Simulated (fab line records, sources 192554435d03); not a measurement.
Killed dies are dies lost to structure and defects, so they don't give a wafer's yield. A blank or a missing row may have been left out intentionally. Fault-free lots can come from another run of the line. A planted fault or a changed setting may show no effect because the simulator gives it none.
fab line records    flow n5-finfet
[record] lots = 24  wafers = 72  last-day = 17
route steps=1938 shown BEOL_M4@1024
lots that met no fault: taken from a fault-free run of the same line
start-h: start of the lot's first displayed wafer, in hours after the record's first day    wait-h: how many hours have passed since the lot's step before this one    " repeats the value in the row above    L1.1+2: several wafers, shown together as one row    - no value, or no start was given    * or withheld: withheld    < > ~ a bound
route shown NAME@n: names a module that has steps shown in the file, with the first one's number in the route    usual: mean/standard deviation taken from wafers without a fault    same: alike in all rows    chamber/n: place in a boat    sites: per-site readings    _std_site: standard deviation of those values    _edge_site: mean of outer sites minus mean of inner sites    radius-mm: how far each site lies from the wafer's centre    mask NAME#n: copy n    behind: tool/chamber where the wafer was last shaped    hold: why the lot was held/for how many hours/how that ended    device: whichever transistor did not switch (one of n, p or np)    end of line: the route-end tests of the same wafers    for a step that has no rows: nothing shown but its recipe    killed: the dies lost at the first sort to structure and to defects; this is not the yield of the wafer    map: a wafer's dies, marking killed ones x, the rest . and places with no die _
set.NAME: setting as actually run; set.NAME@STEP: the setting as run at that earlier step    model.NAME: the simulator's own value behind a step, which no gauge read
steps of the route over a sample of lots; a table a step, a row a wafer
services: from which hour (start-h, from the record's first day; less than 0 if before it) a tool's chamber was out of use, for how many hours, and why
[[steps]]
[step N5_BEOL_M4_HM_DEP_02]
[recipe] material = TiN  target-thk-a = 200  temp-c = 25  chamber-pressure-pa = 0.49996
[usual] throttle-valve-pct = 30.1/0.43
lot.wafer  tool            chamber  start-h  wait-h  throttle-valve-pct
L075.1     pvd-sputter-02  -        156.30   1.3     30.7
L075.4     "               -        "        "       29.9
L075.5     "               -        "        "       29.5
L074.1     pvd-sputter-03  -        157.87   0.6     30.1
L074.3     "               -        "        "       30.6
L074.6     "               -        "        "       30.2
L076.2     pvd-sputter-03  -        162.90   1.7     30.6
L076.3     "               -        "        "       30.1
L076.6     "               -        "        "       30.5
L077.3     pvd-sputter-01  -        172.19   0.3     29.6
L077.4     "               -        "        "       30.7
L077.6     "               -        "        "       29.9
L078.1     pvd-sputter-01  -        176.42   1.1     29.7
L078.3     "               -        "        "       30.2
L078.5     "               -        "        "       29.6
L079.1     pvd-sputter-03  -        184.08   0.8     29.9
L079.5     "               -        "        "       29.9
L079.6     "               -        "        "       30.1
L080.1     pvd-sputter-03  -        188.67   0.8     29.9
L080.4     "               -        "        "       29.8
L080.6     "               -        "        "       29.9
L081.4     pvd-sputter-01  -        202.59   2.1     29.6
L081.5     "               -        "        "       31.0
L081.6     "               -        "        "       29.6
L083.1     pvd-sputter-02  -        203.78   0.1     30.5
L083.2     "               -        "        "       30.2
L083.4     "               -        "        "       29.8
L082.2     pvd-sputter-02  -        206.02   1.7     29.7
L082.3     "               -        "        "       30.7
L082.6     "               -        "        "       30.7
L084.1     pvd-sputter-02  -        207.82   0.9     30.6
L084.2     "               -        "        "       30.0
L084.3     "               -        "        "       30.1
L085.2     pvd-sputter-03  -        223.54   0.1     29.6
L085.3     "               -        "        "       30.6
L085.4     "               -        "        "       30.1
L086.2     pvd-sputter-02  -        230.03   0.1     30.3
L086.3     "               -        "        "       29.8
L086.5     "               -        "        "       29.5
L087.2     pvd-sputter-01  -        232.38   1.5     29.3
L087.3     "               -        "        "       29.8
L087.6     "               -        "        "       30.1
L089.3     pvd-sputter-02  -        243.58   0.6     29.8
L089.5     "               -        "        "       30.3
L089.6     "               -        "        "       29.4
L088.1     pvd-sputter-02  -        243.68   0.5     29.5
L088.3     "               -        "        "       30.2
L088.4     "               -        "        "       30.4
L091.2     pvd-sputter-01  -        254.70   0.6     29.3
L091.5     "               -        "        "       29.8
L091.6     "               -        "        "       29.9
L092.1     pvd-sputter-03  -        260.92   0.1     30.2
L092.4     "               -        "        "       29.6
L092.6     "               -        "        "       29.6
L090.2     pvd-sputter-02  -        261.87   0.8     30.0
L090.5     "               -        "        "       30.6
L090.6     "               -        "        "       29.6
L093.3     pvd-sputter-02  -        284.64   0.1     30.5
L093.4     "               -        "        "       29.4
L093.6     "               -        "        "       29.8
L095.1     pvd-sputter-02  -        288.06   0.6     29.9
L095.2     "               -        "        "       30.3
L095.4     "               -        "        "       30.7
L094.1     pvd-sputter-02  -        288.32   0.7     30.3
L094.2     "               -        "        "       29.8
L094.6     "               -        "        "       30.4
L096.2     pvd-sputter-02  -        288.68   0.8     29.6
L096.4     "               -        "        "       29.9
L096.5     "               -        "        "       30.6
L097.1     pvd-sputter-01  -        289.50   0.2     29.9
L097.2     "               -        "        "       30.9
L097.5     "               -        "        "       30.0
[step N5_BEOL_M4_STRIP_19]
[recipe] chemistry = O2  power-w = 400  temp-c = 40  pressure-mtorr = 30  rf-frequency-hz = 6e+07  bias-power-w = 0  overash-fraction = 0.2  o2-flow-sccm = 225
[usual] drypump-motor-current-A = 5.6/0.51  oes-product-au = 0.81/0.088  rf-vpp-V = 3.7/0.45  showerhead-plenum-p-Torr = 2.09/0.056  throttle-valve-pct = 16.61/0.18
lot.wafer  tool         chamber  start-h  wait-h  drypump-motor-current-A  oes-product-au  rf-hours-counter-h  rf-vpp-V  showerhead-plenum-p-Torr  throttle-valve-pct
L075.1     rie-diel-02  0        157.43   0.1     5.0                      0.67            249                 3.9       1.97                      16.95
L075.4     "            2        "        "       5.0                      0.79            97                  3.6       2.11                      16.80
L075.5     "            1        "        "       6.7                      0.95            -                   4.0       2.06                      16.47
L074.1     rie-diel-04  1        158.87   0.2     5.5                      0.72            192                 3.9       2.08                      16.80
L074.3     "            0        "        "       6.3                      0.85            48                  3.4       2.13                      16.17
L074.6     "            0        "        "       6.3                      0.85            -                   3.9       2.13                      16.16
L076.2     rie-diel-06  0        163.78   0.1     5.8                      0.72            199                 3.4       2.07                      16.62
L076.3     "            3        "        "       5.0                      0.72            218                 3.6       2.07                      16.86
L076.6     "            2        "        "       6.1                      0.87            -                   2.5       2.05                      16.57
L077.3     rie-diel-04  3        173.18   0.1     5.5                      0.79            110                 4.3       2.11                      16.65
L077.4     "            1        "        "       5.5                      0.71            197                 3.6       2.08                      16.82
L077.6     "            3        "        "       5.5                      0.79            -                   3.3       2.11                      16.63
L078.1     rie-diel-06  0        177.32   0.1     5.8                      0.71            204                 3.9       2.07                      16.63
L078.3     "            3        "        "       5.0                      0.70            224                 4.2       2.07                      16.86
L078.5     "            0        "        "       5.8                      0.71            -                   3.3       2.07                      16.61
L079.1     rie-diel-06  0        185.18   0.2     5.8                      0.70            207                 3.4       2.07                      16.65
L079.5     "            0        "        "       5.8                      0.71            -                   2.9       2.07                      16.64
L079.6     "            2        "        "       6.1                      0.84            -                   3.7       2.05                      16.59
L080.1     rie-diel-04  0        189.78   0.2     6.2                      0.83            58                  2.9       2.13                      16.18
L080.4     "            3        "        "       5.5                      0.79            115                 3.2       2.11                      16.64
L080.6     "            2        "        "       5.1                      0.90            -                   3.7       2.12                      16.31
L081.4     rie-diel-06  1        204.08   0.1     5.3                      0.91            21                  4.0       2.14                      16.63
L081.5     "            1        "        "       5.3                      0.90            -                   3.7       2.14                      16.63
L081.6     "            0        "        "       5.8                      0.71            -                   3.5       2.06                      16.66
L083.1     rie-diel-04  3        204.79   0.1     5.5                      0.78            121                 4.6       2.11                      16.66
L083.2     "            0        "        "       6.2                      0.83            63                  3.3       2.13                      16.20
L083.4     "            1        "        "       5.5                      0.70            207                 3.0       2.08                      16.85
L082.2     rie-diel-02  3        206.90   0.1     5.9                      0.88            52                  3.4       2.22                      16.41
L082.3     "            0        "        "       5.0                      0.94            10                  3.8       2.23                      16.50
L082.6     "            0        "        "       5.0                      0.93            -                   4.3       2.23                      16.50
L084.1     rie-diel-02  0        208.93   0.2     5.0                      0.93            11                  3.4       2.23                      16.50
L084.2     "            1        "        "       6.7                      0.89            37                  3.8       2.05                      16.52
L084.3     "            2        "        "       4.9                      0.77            117                 2.9       2.10                      16.84
L085.2     rie-diel-06  3        224.67   0.3     5.0                      0.69            243                 2.4       2.07                      16.89
L085.3     "            0        "        "       5.8                      0.70            222                 3.8       2.06                      16.65
L085.4     "            3        "        "       5.0                      0.68            -                   4.0       2.07                      16.90
L086.2     rie-diel-06  0        231.09   0.2     5.8                      0.70            225                 4.3       2.06                      16.66
L086.3     "            2        "        "       6.0                      0.83            63                  3.9       2.04                      16.62
L086.5     "            0        "        "       5.8                      0.70            -                   4.1       2.06                      16.68
L087.2     rie-diel-06  3        233.52   0.2     5.0                      0.70            246                 2.9       2.06                      16.93
L087.3     "            0        "        "       5.8                      0.70            226                 3.0       2.06                      16.67
L087.6     "            1        "        "       5.3                      0.89            -                   3.8       2.14                      16.65
L089.3     rie-diel-06  1        244.79   0.2     5.3                      0.87            35                  3.8       2.14                      16.65
L089.5     "            0        "        "       5.8                      0.70            -                   3.1       2.06                      16.68
L089.6     "            2        "        "       6.1                      0.82            -                   3.6       2.04                      16.63
L088.1     rie-diel-06  2        244.90   0.1     6.0                      0.82            70                  4.1       2.04                      16.65
L088.3     "            0        "        "       5.8                      0.70            232                 4.4       2.06                      16.66
L088.4     "            0        "        "       5.8                      0.69            -                   3.8       2.06                      16.68
L091.2     rie-diel-06  2        256.19   0.2     6.1                      0.80            76                  3.6       2.04                      16.62
L091.5     "            2        "        "       6.1                      0.82            -                   3.0       2.04                      16.63
L091.6     "            0        "        "       5.8                      0.69            -                   3.7       2.06                      16.70
L092.1     rie-diel-06  1        261.80   0.1     5.3                      0.85            42                  4.2       2.14                      16.67
L092.4     "            3        "        "       5.0                      1.02            1                   3.4       2.06                      16.44
L092.6     "            2        "        "       6.1                      0.80            -                   3.5       2.04                      16.65
L090.2     rie-diel-04  3        263.07   0.1     5.5                      0.76            145                 4.2       2.10                      16.71
L090.5     "            3        "        "       5.5                      0.76            -                   3.8       2.10                      16.72
L090.6     "            2        "        "       5.2                      0.85            -                   3.7       2.11                      16.39
L093.3     rie-diel-02  0        285.66   0.1     5.0                      0.89            28                  2.8       2.23                      16.53
L093.4     "            2        "        "       4.9                      0.77            133                 3.5       2.10                      16.87
L093.6     "            0        "        "       5.0                      0.88            -                   4.5       2.23                      16.53
L095.1     rie-diel-06  3        289.17   0.1     5.0                      0.98            9                   3.5       2.06                      16.44
L095.2     "            1        "        "       5.3                      0.84            51                  3.8       2.13                      16.70
L095.4     "            0        "        "       5.8                      0.67            249                 4.0       2.05                      16.71
L094.1     rie-diel-06  3        289.44   0.1     5.0                      0.98            10                  3.2       2.06                      16.46
L094.2     "            2        "        "       6.1                      0.79            87                  3.3       2.03                      16.67
L094.6     "            1        "        "       5.3                      0.84            -                   3.6       2.13                      16.69
L096.2     rie-diel-06  3        289.57   0.1     5.0                      0.99            10                  4.3       2.06                      16.45
L096.4     "            2        "        "       6.1                      0.80            87                  3.5       2.03                      16.66
L096.5     "            3        "        "       5.0                      0.99            -                   3.8       2.06                      16.47
L097.1     rie-diel-02  2        290.74   0.2     4.9                      0.76            136                 3.7       2.10                      16.88
L097.2     "            0        "        "       5.0                      0.88            30                  3.3       2.23                      16.52
L097.5     "            3        "        "       5.9                      0.84            -                   3.7       2.21                      16.44
[step N5_BEOL_M4_ETCH_70]
[recipe] chemistry = N2/H2  target = SOC  target-depth-a = 800  overetch-a = 240  mask-material = SiARC  temp-c = 40  time-s = 130  ion-energy-ev = 200  pressure-mtorr = 30  source-w = 840  bias-w = 150  n2-flow-sccm = 200  h2-flow-sccm = 200
[usual] drypump-motor-current-A = 5.6/0.51  oes-product-au = 0.60/0.06  rf-vpp-V = 524.1/2  showerhead-plenum-p-Torr = 2.55/0.065  throttle-valve-pct = 17.77/0.22
lot.wafer  tool         chamber  start-h  wait-h  drypump-motor-current-A  oes-product-au  rf-hours-counter-h  rf-vpp-V  showerhead-plenum-p-Torr  throttle-valve-pct
L075.1     rie-diel-02  3        158.77   0.0     5.9                      0.65            35                  529.3     2.70                      17.59
L075.4     "            0        "        "       5.0                      0.49            249                 518.8     2.40                      18.09
L075.5     "            0        "        "       5.0                      0.49            -                   521.0     2.40                      18.07
L074.1     rie-diel-02  2        166.37   0.0     5.0                      0.59            100                 524.0     2.57                      18.03
L074.3     "            1        "        "       6.7                      0.69            20                  522.8     2.49                      17.64
L074.6     "            2        "        "       4.9                      0.59            -                   523.5     2.57                      18.04
L076.2     rie-diel-04  0        167.61   0.0     6.3                      0.62            51                  525.7     2.58                      17.25
L076.3     "            1        "        "       5.5                      0.53            195                 523.1     2.52                      18.03
L076.6     "            1        "        "       5.5                      0.53            -                   524.1     2.52                      18.01
L077.3     rie-diel-02  1        175.87   0.0     6.7                      0.68            26                  522.9     2.49                      17.65
L077.4     "            3        "        "       5.9                      0.64            -                   528.8     2.70                      17.59
L077.6     "            2        "        "       5.0                      0.58            -                   526.0     2.56                      18.01
L078.1     rie-diel-02  2        179.31   0.0     4.9                      0.58            106                 525.1     2.56                      18.03
L078.3     "            3        "        "       5.9                      0.65            44                  528.1     2.70                      17.60
L078.5     "            2        "        "       4.9                      0.58            -                   526.6     2.56                      18.02
L079.1     rie-diel-06  0        190.80   0.0     5.8                      0.52            208                 523.6     2.52                      17.83
L079.5     "            3        "        "       5.0                      0.52            -                   523.3     2.52                      18.12
L079.6     "            0        "        "       5.8                      0.52            -                   524.1     2.52                      17.82
L080.1     rie-diel-04  0        191.23   0.0     6.3                      0.61            59                  525.1     2.58                      17.26
L080.4     "            3        "        "       5.5                      0.58            116                 523.5     2.56                      17.86
L080.6     "            2        "        "       5.2                      0.66            -                   523.5     2.57                      17.51
L081.4     rie-diel-06  0        207.73   0.0     5.8                      0.52            215                 523.5     2.52                      17.85
L081.5     "            0        "        "       5.8                      0.51            -                   521.7     2.52                      17.85
L081.6     "            1        "        "       5.3                      0.65            -                   525.0     2.60                      17.72
L083.1     rie-diel-04  0        211.12   0.0     6.2                      0.61            66                  526.5     2.58                      17.29
L083.2     "            2        "        "       5.1                      0.64            54                  525.9     2.57                      17.53
L083.4     "            3        "        "       5.5                      0.58            123                 524.5     2.55                      17.87
L082.2     rie-diel-04  0        211.88   0.0     6.3                      0.61            66                  524.5     2.58                      17.28
L082.3     "            2        "        "       5.2                      0.64            54                  522.6     2.57                      17.51
L082.6     "            3        "        "       5.5                      0.58            -                   523.4     2.55                      17.85
L084.1     rie-diel-06  2        228.87   0.0     6.1                      0.61            62                  522.1     2.47                      17.77
L084.2     "            0        "        "       5.8                      0.52            224                 525.0     2.51                      17.88
L084.3     "            1        "        "       5.3                      0.66            27                  524.5     2.60                      17.73
L085.2     rie-diel-06  1        231.87   0.0     5.3                      0.65            28                  525.0     2.60                      17.74
L085.3     "            2        "        "       6.1                      0.60            63                  522.5     2.47                      17.77
L085.4     "            3        "        "       5.0                      0.52            246                 522.2     2.51                      18.14
L086.2     rie-diel-04  2        232.28   0.0     5.1                      0.63            61                  525.5     2.57                      17.54
L086.3     "            1        "        "       5.5                      0.52            218                 523.6     2.51                      18.02
L086.5     "            3        "        "       5.5                      0.57            -                   523.6     2.55                      17.87
L087.2     rie-diel-06  1        236.41   0.0     5.3                      0.65            30                  525.8     2.59                      17.74
L087.3     "            0        "        "       5.9                      0.52            228                 523.2     2.51                      17.86
L087.6     "            0        "        "       5.9                      0.51            -                   523.2     2.51                      17.88
L089.3     rie-diel-02  0        249.99   0.0     5.0                      0.67            15                  530.5     2.71                      17.65
L089.5     "            2        "        "       4.9                      0.57            -                   525.8     2.56                      18.06
L089.6     "            3        "        "       5.9                      0.63            -                   528.8     2.69                      17.61
L088.1     rie-diel-06  1        253.38   0.0     5.3                      0.63            40                  525.9     2.59                      17.76
L088.3     "            2        "        "       6.1                      0.59            75                  521.2     2.47                      17.78
L088.4     "            0        "        "       5.8                      0.50            -                   522.8     2.51                      17.89
L091.2     rie-diel-04  2        256.99   0.0     5.1                      0.62            73                  525.0     2.56                      17.55
L091.5     "            2        "        "       5.1                      0.62            -                   525.2     2.56                      17.54
L091.6     "            1        "        "       5.4                      0.51            -                   524.7     2.51                      18.05
L092.1     rie-diel-04  2        264.89   0.0     5.1                      0.62            76                  522.9     2.56                      17.56
L092.4     "            0        "        "       6.3                      0.58            89                  525.7     2.57                      17.31
L092.6     "            0        "        "       6.3                      0.58            -                   525.2     2.57                      17.32
L090.2     rie-diel-04  3        266.40   0.0     5.5                      0.56            146                 522.3     2.54                      17.87
L090.5     "            1        "        "       5.5                      0.51            -                   523.4     2.51                      18.06
L090.6     "            2        "        "       5.2                      0.62            -                   524.9     2.56                      17.58
L093.3     rie-diel-06  0        288.08   0.0     5.8                      0.50            249                 522.3     2.50                      17.89
L093.4     "            1        "        "       5.3                      0.62            51                  526.1     2.59                      17.77
L093.6     "            3        "        "       5.0                      0.71            -                   522.7     2.51                      17.71
L095.1     rie-diel-06  0        289.97   0.0     5.8                      0.51            249                 525.0     2.50                      17.89
L095.2     "            2        "        "       6.1                      0.59            87                  522.0     2.46                      17.81
L095.4     "            1        "        "       5.3                      0.61            52                  523.8     2.59                      17.80
L094.1     rie-diel-06  0        290.57   0.0     5.8                      0.50            250                 523.0     2.50                      17.90
L094.2     "            2        "        "       6.1                      0.59            87                  522.7     2.46                      17.82
L094.6     "            1        "        "       5.3                      0.63            -                   525.5     2.58                      17.79
L096.2     rie-diel-06  3        290.94   0.0     5.0                      0.70            10                  521.5     2.51                      17.70
L096.4     "            1        "        "       5.3                      0.62            52                  524.5     2.59                      17.78
L096.5     "            0        "        "       5.8                      0.50            -                   522.7     2.50                      17.91
L097.1     rie-diel-02  0        292.95   0.0     5.0                      0.64            31                  528.1     2.70                      17.68
L097.2     "            1        "        "       6.7                      0.64            57                  522.4     2.48                      17.71
L097.5     "            0        "        "       5.0                      0.65            -                   528.2     2.70                      17.70
[step N5_BEOL_M4_SPUTTER_79]
[recipe] material = Cu  target-thk-a = 45  temp-c = -20  chamber-pressure-pa = 0.07  power-w = withheld  time-s = 8.29
[usual] throttle-valve-pct = 30.1/0.46
lot.wafer  tool            chamber  start-h  wait-h  throttle-valve-pct
L075.1     pvd-sputter-01  -        160.59   0.1     30.0
L075.4     "               -        "        "       30.9
L075.5     "               -        "        "       29.8
L074.1     pvd-sputter-02  -        168.36   0.1     30.7
L074.3     "               -        "        "       29.9
L074.6     "               -        "        "       30.6
L076.2     pvd-sputter-02  -        170.46   0.1     29.9
L076.3     "               -        "        "       29.4
L076.6     "               -        "        "       30.8
L077.3     pvd-sputter-01  -        177.61   0.1     30.1
L077.4     "               -        "        "       29.4
L077.6     "               -        "        "       30.8
L078.1     pvd-sputter-03  -        181.26   0.1     30.6
L078.3     "               -        "        "       30.2
L078.5     "               -        "        "       30.1
L079.1     pvd-sputter-01  -        192.78   0.1     29.7
L079.5     "               -        "        "       29.9
L079.6     "               -        "        "       29.9
L080.1     pvd-sputter-03  -        193.91   0.1     30.0
L080.4     "               -        "        "       30.5
L080.6     "               -        "        "       30.4
L081.4     pvd-sputter-02  -        209.74   0.1     30.8
L081.5     "               -        "        "       29.9
L081.6     "               -        "        "       30.8
L083.1     pvd-sputter-02  -        212.83   0.1     30.8
L083.2     "               -        "        "       29.3
L083.4     "               -        "        "       29.9
L082.2     pvd-sputter-01  -        215.16   0.1     29.4
L082.3     "               -        "        "       30.1
L082.6     "               -        "        "       29.8
L084.1     pvd-sputter-01  -        230.66   0.1     30.3
L084.2     "               -        "        "       29.5
L084.3     "               -        "        "       31.0
L085.2     pvd-sputter-01  -        233.63   0.1     30.1
L085.3     "               -        "        "       29.7
L085.4     "               -        "        "       29.7
L086.2     pvd-sputter-03  -        234.28   0.1     29.7
L086.3     "               -        "        "       30.2
L086.5     "               -        "        "       29.7
L087.2     pvd-sputter-03  -        238.30   0.1     29.6
L087.3     "               -        "        "       30.7
L087.6     "               -        "        "       29.7
L089.3     pvd-sputter-03  -        251.93   0.1     30.5
L089.5     "               -        "        "       30.2
L089.6     "               -        "        "       30.5
L088.1     pvd-sputter-01  -        255.34   0.1     30.0
L088.3     "               -        "        "       29.8
L088.4     "               -        "        "       29.8
L091.2     pvd-sputter-02  -        259.97   0.1     29.2
L091.5     "               -        "        "       29.5
L091.6     "               -        "        "       30.8
L092.1     pvd-sputter-02  -        267.33   0.1     30.1
L092.4     "               -        "        "       29.7
L092.6     "               -        "        "       30.8
L090.2     pvd-sputter-03  -        269.27   0.1     29.5
L090.5     "               -        "        "       30.2
L090.6     "               -        "        "       29.9
L093.3     pvd-sputter-03  -        289.66   0.1     29.8
L093.4     "               -        "        "       30.6
L093.6     "               -        "        "       29.9
L095.1     pvd-sputter-03  -        291.82   0.1     29.6
L095.2     "               -        "        "       30.7
L095.4     "               -        "        "       29.6
L094.1     pvd-sputter-02  -        292.84   0.1     30.9
L094.2     "               -        "        "       29.4
L094.6     "               -        "        "       30.5
L096.2     pvd-sputter-01  -        293.48   0.1     30.8
L096.4     "               -        "        "       30.0
L096.5     "               -        "        "       30.0
L097.1     pvd-sputter-02  -        295.20   0.1     29.7
L097.2     "               -        "        "       30.1
L097.5     "               -        "        "       30.7
[step N5_BEOL_M4_ANNEAL_80]
[recipe] temp-c = 400  time-s = 240  ambient = vacuum
[usual] heater-power-w = 862/110
lot.wafer  tool            chamber  start-h  wait-h  heater-power-w
L075.1     pvd-sputter-01  -        160.67   0.0     910
L075.4     "               -        "        "       784
L075.5     "               -        "        "       876
L074.1     pvd-sputter-02  -        168.44   0.0     1027
L074.3     "               -        "        "       704
L074.6     "               -        "        "       1079
L076.2     pvd-sputter-02  -        170.54   0.0     697
L076.3     "               -        "        "       959
L076.6     "               -        "        "       1033
L077.3     pvd-sputter-01  -        177.69   0.0     955
L077.4     "               -        "        "       1000
L077.6     "               -        "        "       786
L078.1     pvd-sputter-03  -        181.35   0.0     740
L078.3     "               -        "        "       754
L078.5     "               -        "        "       752
L079.1     pvd-sputter-01  -        192.86   0.0     845
L079.5     "               -        "        "       902
L079.6     "               -        "        "       850
L080.1     pvd-sputter-03  -        193.99   0.0     877
L080.4     "               -        "        "       746
L080.6     "               -        "        "       750
L081.4     pvd-sputter-02  -        209.82   0.0     1055
L081.5     "               -        "        "       988
L081.6     "               -        "        "       1043
L083.1     pvd-sputter-02  -        212.91   0.0     1018
L083.2     "               -        "        "       989
L083.4     "               -        "        "       703
L082.2     pvd-sputter-01  -        215.24   0.0     992
L082.3     "               -        "        "       937
L082.6     "               -        "        "       876
L084.1     pvd-sputter-01  -        230.74   0.0     912
L084.2     "               -        "        "       812
L084.3     "               -        "        "       790
L085.2     pvd-sputter-01  -        233.71   0.0     916
L085.3     "               -        "        "       879
L085.4     "               -        "        "       977
L086.2     pvd-sputter-03  -        234.36   0.0     826
L086.3     "               -        "        "       760
L086.5     "               -        "        "       841
L087.2     pvd-sputter-03  -        238.38   0.0     829
L087.3     "               -        "        "       739
L087.6     "               -        "        "       879
L089.3     pvd-sputter-03  -        252.01   0.0     736
L089.5     "               -        "        "       753
L089.6     "               -        "        "       739
L088.1     pvd-sputter-01  -        255.42   0.0     878
L088.3     "               -        "        "       997
L088.4     "               -        "        "       899
L091.2     pvd-sputter-02  -        260.05   0.0     990
L091.5     "               -        "        "       984
L091.6     "               -        "        "       1046
L092.1     pvd-sputter-02  -        267.41   0.0     787
L092.4     "               -        "        "       978
L092.6     "               -        "        "       1056
L090.2     pvd-sputter-03  -        269.35   0.0     823
L090.5     "               -        "        "       750
L090.6     "               -        "        "       874
L093.3     pvd-sputter-03  -        289.74   0.0     744
L093.4     "               -        "        "       750
L093.6     "               -        "        "       890
L095.1     pvd-sputter-03  -        291.90   0.0     835
L095.2     "               -        "        "       745
L095.4     "               -        "        "       871
L094.1     pvd-sputter-02  -        292.92   0.0     1065
L094.2     "               -        "        "       997
L094.6     "               -        "        "       1070
L096.2     pvd-sputter-01  -        293.56   0.0     786
L096.4     "               -        "        "       912
L096.5     "               -        "        "       933
L097.1     pvd-sputter-02  -        295.28   0.0     986
L097.2     "               -        "        "       683
L097.5     "               -        "        "       1062
[step N5_BEOL_M4_SPUTTER_94]
[recipe] material = Cu  target-thk-a = 45  temp-c = -20  chamber-pressure-pa = 0.07  power-w = withheld  time-s = 8.29
[usual] throttle-valve-pct = 30.1/0.45
lot.wafer  tool            chamber  start-h  wait-h  throttle-valve-pct
L075.1     pvd-sputter-01  -        161.91   0.1     30.0
L075.4     "               -        "        "       31.1
L075.5     "               -        "        "       30.1
L074.1     pvd-sputter-02  -        169.68   0.1     30.6
L074.3     "               -        "        "       29.8
L074.6     "               -        "        "       30.8
L076.2     pvd-sputter-02  -        171.78   0.1     29.9
L076.3     "               -        "        "       29.3
L076.6     "               -        "        "       30.6
L077.3     pvd-sputter-01  -        178.93   0.1     30.0
L077.4     "               -        "        "       29.8
L077.6     "               -        "        "       30.7
L078.1     pvd-sputter-03  -        182.69   0.1     30.6
L078.3     "               -        "        "       30.1
L078.5     "               -        "        "       30.0
L079.1     pvd-sputter-01  -        194.10   0.1     29.9
L079.5     "               -        "        "       30.3
L079.6     "               -        "        "       29.8
L080.1     pvd-sputter-03  -        195.23   0.1     29.7
L080.4     "               -        "        "       30.7
L080.6     "               -        "        "       30.1
L081.4     pvd-sputter-02  -        211.06   0.1     30.6
L081.5     "               -        "        "       29.5
L081.6     "               -        "        "       30.7
L082.2     pvd-sputter-01  -        216.48   0.1     29.8
L082.3     "               -        "        "       30.1
L082.6     "               -        "        "       30.1
L083.1     pvd-sputter-02  -        225.37   0.1     30.5
L083.2     "               -        "        "       29.5
L083.4     "               -        "        "       30.2
L084.1     pvd-sputter-01  -        231.98   0.1     30.0
L084.2     "               -        "        "       29.6
L084.3     "               -        "        "       31.0
L085.2     pvd-sputter-01  -        234.95   0.1     30.0
L085.3     "               -        "        "       29.5
L085.4     "               -        "        "       29.9
L086.2     pvd-sputter-03  -        235.60   0.1     29.9
L086.3     "               -        "        "       29.8
L086.5     "               -        "        "       30.0
L087.2     pvd-sputter-03  -        239.62   0.1     29.6
L087.3     "               -        "        "       30.4
L087.6     "               -        "        "       29.8
L089.3     pvd-sputter-03  -        253.25   0.1     30.4
L089.5     "               -        "        "       30.4
L089.6     "               -        "        "       30.8
L088.1     pvd-sputter-01  -        256.66   0.1     29.8
L088.3     "               -        "        "       29.6
L088.4     "               -        "        "       30.0
L091.2     pvd-sputter-02  -        261.29   0.1     29.5
L091.5     "               -        "        "       29.5
L091.6     "               -        "        "       30.8
L092.1     pvd-sputter-02  -        268.65   0.1     30.0
L092.4     "               -        "        "       29.4
L092.6     "               -        "        "       30.8
L090.2     pvd-sputter-03  -        270.59   0.1     29.9
L090.5     "               -        "        "       30.3
L090.6     "               -        "        "       29.8
L093.3     pvd-sputter-03  -        290.98   0.1     30.1
L093.4     "               -        "        "       30.5
L093.6     "               -        "        "       29.8
L095.1     pvd-sputter-03  -        293.14   0.1     29.7
L095.2     "               -        "        "       30.7
L095.4     "               -        "        "       29.8
L094.1     pvd-sputter-02  -        294.16   0.1     30.7
L094.2     "               -        "        "       29.5
L094.6     "               -        "        "       30.6
L096.2     pvd-sputter-01  -        294.80   0.1     30.9
L096.4     "               -        "        "       29.9
L096.5     "               -        "        "       29.8
L097.1     pvd-sputter-02  -        296.52   0.1     29.3
L097.2     "               -        "        "       29.9
L097.5     "               -        "        "       30.5
[[services]]
tool            chamber  start-h  hours  kind
rie-diel-06     -        153.59   1.2    repair
rie-diel-02     0        162.16   -      clean
rie-diel-02     0        162.16   -      consumable-replace:focus-ring
rie-diel-02     0        162.16   -      consumable-replace:showerhead
rie-diel-02     0        162.16   13.7   scheduled-down
rie-diel-02     0        162.16   13.7   vent-cycle
pvd-sputter-01  -        164.86   1.5    repair
rie-diel-06     1        175.24   16.7   repair
pvd-sputter-02  -        187.05   3.7    repair
rie-diel-02     3        196.56   2.4    repair
rie-diel-02     -        217.41   0.9    repair
rie-diel-02     -        221.67   28.1   pm
rie-diel-06     3        240.20   -      clean
rie-diel-06     3        240.20   -      consumable-replace:focus-ring
rie-diel-06     3        240.20   19.6   scheduled-down
rie-diel-06     3        240.20   19.6   vent-cycle
rie-diel-04     1        283.96   9.8    repair
rie-diel-06     0        291.93   -      clean
rie-diel-06     0        291.93   -      consumable-replace:focus-ring
rie-diel-06     0        291.93   14.4   scheduled-down
rie-diel-06     0        291.93   14.4   vent-cycle
[[key]]
fault none
